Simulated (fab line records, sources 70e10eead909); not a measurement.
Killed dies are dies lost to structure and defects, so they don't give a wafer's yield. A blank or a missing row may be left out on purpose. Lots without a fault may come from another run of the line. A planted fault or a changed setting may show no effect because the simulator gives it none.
Which tool did it? | flow nand_harc | 24 lots, 72 wafers sampled, at 4 steps of a route of 1302

WHAT THE GAUGES READ, wafer by wafer
NHARC_A_CONTACT_CD_MEAS_42: target cd 300 nm. Usual: cd_nm 300.0 nm, standard deviation 0.45.
lot  | measured     | on        | cd_nm (nm)        | flag
L074 | day 22 06:57 | cd_sem-02 | 300.0 300.7 300.3 |
L075 | day 22 02:18 | cd_sem-01 | 299.6 299.1 299.3 |
L077 | day 22 02:46 | cd_sem-01 | 299.5 299.1 299.9 |
L076 | day 22 11:17 | cd_sem-03 | 300.5 300.4 300.3 |
L078 | day 23 05:32 | cd_sem-03 | 299.1 299.2 300.2 |
L079 | day 23 04:52 | cd_sem-01 | 299.6 299.5 299.5 |
L080 | day 24 01:46 | cd_sem-02 | 299.7 300.3 299.6 |
L081 | day 24 11:29 | cd_sem-03 | 299.8 299.9 299.2 |
L082 | day 25 22:55 | cd_sem-02 | 299.8 299.9 300.9 |
L084 | day 25 23:12 | cd_sem-01 | 300.0 300.7 300.4 |
L087 | day 26 06:58 | cd_sem-03 | 300.4 300.6 299.7 |
L083 | day 26 05:17 | cd_sem-01 | 299.8 300.1 299.5 |
L085 | day 26 14:41 | cd_sem-02 | 299.7 300.1 299.7 |
L086 | day 27 04:10 | cd_sem-01 | 300.0 299.6 299.5 |
L088 | day 27 03:34 | cd_sem-03 | 299.5 299.6 300.0 |
L089 | day 27 15:57 | cd_sem-02 | 300.1 300.6 300.4 |
L091 | day 28 04:32 | cd_sem-02 | 300.3 300.8 300.3 |
L090 | day 28 10:55 | cd_sem-02 | 299.9 300.1 299.5 |
L093 | day 29 14:46 | cd_sem-02 | 300.0 300.3 299.8 |
L092 | day 29 14:56 | cd_sem-03 | 299.9 300.0 300.2 |
L094 | day 29 18:53 | cd_sem-02 | 299.6 299.7 300.0 |
L096 | day 30 11:27 | cd_sem-02 | 300.5 300.4 300.4 |
L095 | day 31 00:02 | cd_sem-01 | 300.0 300.3 300.4 |
L097 | day 31 17:20 | cd_sem-02 | 300.0 300.1 300.3 |

NHARC_A_CONTACT_OVL_MEAS_43. Usual: overlay_x_nm -0.2 nm, standard deviation 0.83; overlay_y_nm 0.4 nm, standard deviation 0.74.
lot  | measured     | on         | overlay_x_nm (nm) | overlay_y_nm (nm) | flag
L074 | day 22 07:02 | overlay-01 | -1.3 -1.4 -1.6    | 0.7 0.7 0.6       |
L075 | day 22 02:24 | overlay-01 | 0.2 0.5 0.1       | -1.5 -1.6 -1.3    |
L077 | day 22 02:50 | overlay-02 | -1.3 -0.4 -0.9    | 1.3 1.3 0.7       |
L076 | day 22 11:23 | overlay-01 | 0.4 0.6 -0.1      | 0.7 1.1 0.2       |
L078 | day 23 05:38 | overlay-02 | -1.0 -0.7 -0.2    | 0.0 -0.1 -0.2     |
L079 | day 23 04:57 | overlay-01 | -1.0 -0.6 -0.7    | -0.8 -0.7 -1.0    |
L080 | day 24 01:52 | overlay-01 | 0.2 0.0 -0.2      | 0.6 0.6 0.1       |
L081 | day 24 11:34 | overlay-01 | 0.2 0.7 -0.1      | -0.2 -0.2 -0.2    |
L082 | day 25 23:00 | overlay-02 | 0.9 0.7 0.4       | 0.0 -0.6 -1.0     |
L084 | day 25 23:17 | overlay-02 | 0.5 -0.1 1.0      | 0.9 0.6 0.4       |
L087 | day 26 07:03 | overlay-02 | -1.5 -1.2 -0.4    | 1.6 1.0 1.4       |
L083 | day 26 05:22 | overlay-02 | -1.1 -0.8 -0.7    | 0.3 0.6 0.2       |
L085 | day 26 14:47 | overlay-02 | 1.0 0.7 0.4       | 1.4 1.2 1.1       |
L086 | day 27 04:16 | overlay-02 | -0.9 -1.1 -0.8    | 0.4 0.3 0.2       |
L088 | day 27 03:39 | overlay-02 | -0.5 -0.1 -0.4    | -0.5 -0.2 0.1     |
L089 | day 27 16:02 | overlay-02 | -0.2 -0.9 0.5     | 0.5 0.8 0.4       |
L091 | day 28 04:37 | overlay-01 | 0.0 -0.3 0.2      | 0.0 -0.1 -0.1     |
L090 | day 28 11:00 | overlay-01 | 0.1 0.3 0.3       | 0.2 0.8 -0.1      |
L093 | day 29 14:52 | overlay-01 | -0.9 -0.7 -1.0    | 1.1 0.7 0.9       |
L092 | day 29 15:01 | overlay-02 | -0.8 -1.3 -0.8    | 2.0 1.8 1.4       |
L094 | day 29 18:58 | overlay-01 | 1.5 1.0 0.8       | 0.7 0.7 1.0       |
L096 | day 30 11:32 | overlay-01 | 0.6 0.0 0.2       | 0.1 -0.2 -0.3     |
L095 | day 31 00:08 | overlay-02 | 1.2 1.4 1.5       | 0.7 1.1 1.0       |
L097 | day 31 17:25 | overlay-02 | 0.0 0.9 0.2       | 0.6 0.1 0.4       |

WHICH TOOL RAN EACH LOT (tool, then ch and the chambers of the sampled wafers, then the start)
lot  | NHARC_A_SGD_CUT_STRIP_28                      | NHARC_A_SLIT_ETCH_24
L074 | rie_diel-13 ch 1,2, day 20 10:19 or earlier   | rie_diel-11 ch 0,1,3, day 20 10:19
L075 | rie_diel-04 ch 0,1,3, day 20 10:09 or earlier | rie_diel-02 ch 0,2, day 20 10:09
L077 | rie_diel-04 ch 0,1,2, day 20 11:50 or earlier | rie_diel-06 ch 0,2,3, day 20 11:50
L076 | rie_diel-04 ch 0,1,3, day 20 18:11 or earlier | rie_diel-11 ch 1,2,3, day 20 18:11
L078 | rie_diel-10 ch 0,1,2, day 21 14:31 or earlier | rie_diel-06 ch 1,2,3, day 21 14:31
L079 | rie_diel-13 ch 1,2, day 21 15:10 or earlier   | rie_diel-11 ch 0,1, day 21 15:10
L080 | rie_diel-10 ch 1,2,3, day 22 12:40 or earlier | rie_diel-06 ch 0,1,3, day 22 12:40
L081 | rie_diel-04 ch 0,2, day 22 19:43 or earlier   | rie_diel-02 ch 1,2, day 22 19:43
L082 | rie_diel-13 ch 0,1,2, day 24 08:04 or earlier | rie_diel-06 ch 0,1, day 24 08:04
L084 | rie_diel-10 ch 0,2,3, day 24 07:53 or earlier | rie_diel-02 ch 1,2,3, day 24 07:53
L087 | rie_diel-10 ch 1,2,3, day 24 16:13 or earlier | rie_diel-11 ch 1,2, day 24 16:13
L083 | rie_diel-04 ch 1,2, day 24 16:23 or earlier   | rie_diel-06 ch 0,2, day 24 16:23
L085 | rie_diel-10 ch 0,2,3, day 24 18:53 or earlier | rie_diel-06 ch 0,1,2, day 24 18:53
L086 | rie_diel-04 ch 1,3, day 25 03:40 or earlier   | rie_diel-11 ch 1,2,3, day 25 03:40
L088 | rie_diel-10 ch 0,2,3, day 25 03:53 or earlier | rie_diel-02 ch 1,3, day 25 03:53
L089 | rie_diel-04 ch 0,2,3, day 25 23:42 or earlier | rie_diel-06 ch 0,3, day 25 23:42
L091 | rie_diel-13 ch 0,1, day 26 10:59 or earlier   | rie_diel-02 ch 0,1,3, day 26 10:59
L090 | rie_diel-10 ch 0,1, day 26 20:22 or earlier   | rie_diel-02 ch 0,1, day 26 20:22
L093 | rie_diel-04 ch 0,1,3, day 28 00:21 or earlier | rie_diel-11 ch 0,2,3, day 28 00:21
L092 | rie_diel-13 ch 0,2, day 28 00:38 or earlier   | rie_diel-02 ch 1,2,3, day 28 00:38
L094 | rie_diel-10 ch 0,2, day 27 16:21              | rie_diel-06 ch 1,2, day 28 01:04
L096 | rie_diel-10 ch 0,2, day 28 14:25              | rie_diel-02 ch 0,3, day 28 20:49
L095 | rie_diel-04 ch 1,2,3, day 29 10:10 or earlier | rie_diel-06 ch 0,1,2, day 29 10:10
L097 | rie_diel-10 ch 0,1, day 30 05:08 or earlier   | rie_diel-11 ch 0,1,3, day 30 05:08
- NHARC_A_SGD_CUT_STRIP_28: strips in O2, time 20 s.
- NHARC_A_SLIT_ETCH_24: etches the open film in CF4/CHF3, target depth 121 nm, time 60.5 s.

WHAT THE TOOLS THEMSELVES READ (means of the sampled wafers that have a number; where no wafer has one, the mark that the record gives instead)
NHARC_A_SGD_CUT_STRIP_28. Usual: drypump_motor_current_A 5.7 A, standard deviation 0.34; oes_product_au 1.002 a.u., standard deviation 0.007; rf_vpp_V 57.8 V, standard deviation 0.87; showerhead_plenum_p_Torr 3.48 Torr, standard deviation 0.11; throttle_valve_pct 17.036 %, standard deviation 0.0087.
lot  | tool        | drypump_motor_current_A (A) | oes_product_au (a.u.) | rf_vpp_V (V) | showerhead_plenum_p_Torr (Torr) | throttle_valve_pct (%) | flag
L074 | rie_diel-13 | 5.6                         | 1.000                 | 58.2         | 3.43                            | 17.034                 |
L075 | rie_diel-04 | 5.5                         | 1.002                 | 57.5         | 3.48                            | 17.029                 |
L077 | rie_diel-04 | 5.7                         | 0.991                 | 58.2         | 3.45                            | 17.038                 |
L076 | rie_diel-04 | 5.5                         | 1.006                 | 57.0         | 3.48                            | 17.032                 |
L078 | rie_diel-10 | 5.6                         | 1.007                 | 58.5         | 3.46                            | 17.041                 |
L079 | rie_diel-13 | 5.6                         | 1.001                 | 57.6         | 3.55                            | 17.036                 |
L080 | rie_diel-10 | 5.6                         | 0.993                 | 58.1         | 3.44                            | 17.030                 |
L081 | rie_diel-04 | 5.8                         | 1.006                 | 57.8         | 3.47                            | 17.040                 |
L082 | rie_diel-13 | 5.7                         | 0.999                 | 58.1         | 3.58                            | 17.032                 |
L084 | rie_diel-10 | 5.8                         | 1.008                 | 56.4         | 3.46                            | 17.036                 |
L087 | rie_diel-10 | 5.6                         | 1.007                 | 57.2         | 3.44                            | 17.028                 |
L083 | rie_diel-04 | 5.6                         | 1.003                 | 58.0         | 3.49                            | 17.039                 |
L085 | rie_diel-10 | 5.8                         | 1.004                 | 58.0         | 3.46                            | 17.034                 |
L086 | rie_diel-04 | 5.4                         | 1.009                 | 57.7         | 3.45                            | 17.040                 |
L088 | rie_diel-10 | 5.8                         | 0.994                 | 57.6         | 3.46                            | 17.038                 |
L089 | rie_diel-04 | 5.6                         | 1.005                 | 58.3         | 3.53                            | 17.037                 |
L091 | rie_diel-13 | 5.9                         | 1.005                 | 58.4         | 3.73                            | 17.039                 |
L090 | rie_diel-10 | 5.9                         | 1.002                 | 57.6         | 3.45                            | 17.037                 |
L093 | rie_diel-04 | 5.5                         | 0.999                 | 57.7         | 3.47                            | 17.034                 |
L092 | rie_diel-13 | 5.7                         | 1.001                 | 58.0         | 3.45                            | 17.041                 |
L094 | rie_diel-10 | 5.4                         | 1.004                 | 57.6         | 3.48                            | 17.032                 |
L096 | rie_diel-10 | 5.7                         | 1.004                 | 57.3         | 3.48                            | 17.042                 |
L095 | rie_diel-04 | 5.4                         | 1.014                 | 57.4         | 3.51                            | 17.039                 |
L097 | rie_diel-10 | 5.9                         | 0.999                 | 58.0         | 3.45                            | 17.037                 |

NHARC_A_SLIT_ETCH_24. Usual: cf4_flow_sccm 100.0 sccm, standard deviation 0.34; drypump_motor_current_A 5.8 A, standard deviation 0.43; oes_product_au 0.960 a.u., standard deviation 0.016; rf_vpp_V 370.0 V, standard deviation 1.6; showerhead_plenum_p_Torr 1.55 Torr, standard deviation 0.042; throttle_valve_pct 16.802 %, standard deviation 0.0093.
lot  | tool        | cf4_flow_sccm (sccm) | drypump_motor_current_A (A) | oes_product_au (a.u.) | rf_vpp_V (V) | showerhead_plenum_p_Torr (Torr) | throttle_valve_pct (%) | flag
L074 | rie_diel-11 | 100.0                | 5.6                         | 0.925                 | 370.7        | 1.59                            | 16.805                 |
L075 | rie_diel-02 | 99.7                 | 6.0                         | 0.974                 | 368.6        | 1.51                            | 16.810                 |
L077 | rie_diel-06 | 100.2                | 5.8                         | 0.925                 | 370.2        | 1.56                            | 16.803                 |
L076 | rie_diel-11 | 100.3                | 5.5                         | 0.973                 | 370.1        | 1.56                            | 16.797                 |
L078 | rie_diel-06 | 100.2                | 6.0                         | 0.972                 | 369.7        | 1.54                            | 16.801                 |
L079 | rie_diel-11 | 100.1                | 5.9                         | 0.977                 | 370.7        | 1.57                            | 16.807                 |
L080 | rie_diel-06 | 100.0                | 5.6                         | 0.970                 | 370.4        | 1.57                            | 16.803                 |
L081 | rie_diel-02 | 99.9                 | 5.7                         | 0.969                 | 367.8        | 1.49                            | 16.803                 |
L082 | rie_diel-06 | 99.8                 | 5.6                         | 0.958                 | 370.0        | 1.56                            | 16.806                 |
L084 | rie_diel-02 | 100.1                | 5.7                         | 0.969                 | 368.4        | 1.51                            | 16.800                 |
L087 | rie_diel-11 | 100.0                | 5.8                         | 0.943                 | 370.2        | 1.54                            | 16.807                 |
L083 | rie_diel-06 | 99.9                 | 5.7                         | 0.940                 | 370.9        | 1.57                            | 16.798                 |
L085 | rie_diel-06 | 100.1                | 5.9                         | 0.958                 | 370.2        | 1.55                            | 16.807                 |
L086 | rie_diel-11 | 99.6                 | 5.5                         | 0.975                 | 369.7        | 1.56                            | 16.805                 |
L088 | rie_diel-02 | 100.0                | 5.6                         | 0.976                 | 368.6        | 1.53                            | 16.799                 |
L089 | rie_diel-06 | 100.2                | 5.5                         | 0.951                 | 371.1        | 1.59                            | 16.807                 |
L091 | rie_diel-02 | 100.0                | 5.9                         | 0.953                 | 369.6        | 1.53                            | 16.800                 |
L090 | rie_diel-02 | 100.2                | 5.9                         | 0.968                 | 369.0        | 1.51                            | 16.802                 |
L093 | rie_diel-11 | 100.1                | 5.7                         | 0.942                 | 372.1        | 1.59                            | 16.800                 |
L092 | rie_diel-02 | 99.7                 | 5.7                         | 0.964                 | 369.0        | 1.51                            | 16.804                 |
L094 | rie_diel-06 | 100.2                | 6.0                         | 0.966                 | 368.7        | 1.53                            | 16.804                 |
L096 | rie_diel-02 | 100.1                | 6.2                         | 0.964                 | 369.4        | 1.55                            | 16.808                 |
L095 | rie_diel-06 | 100.0                | 5.8                         | 0.965                 | 369.7        | 1.55                            | 16.792                 |
L097 | rie_diel-11 | 99.8                 | 5.6                         | 0.954                 | 371.0        | 1.59                            | 16.792                 |

THE ANSWER, worked out from the rows above alone
Rule: a lot is off if the mean of its wafers that have a number lies more than 3 standard deviations from the usual mean. A lot without any number at a reading at which 4 lots or more have one is off too. The other lots that the step has rows for count as sound. The gauges are gone through in route order, then the tools' own readings, and for those a lot's mean is taken as printed above. The first step at which some lot is off is used, and at that step the reading that is off furthest; a lot without a number counts as furthest.
No lot is off at any reading shown: from this, nothing can be told.

WHAT THE SIMULATOR HAD PUT IN
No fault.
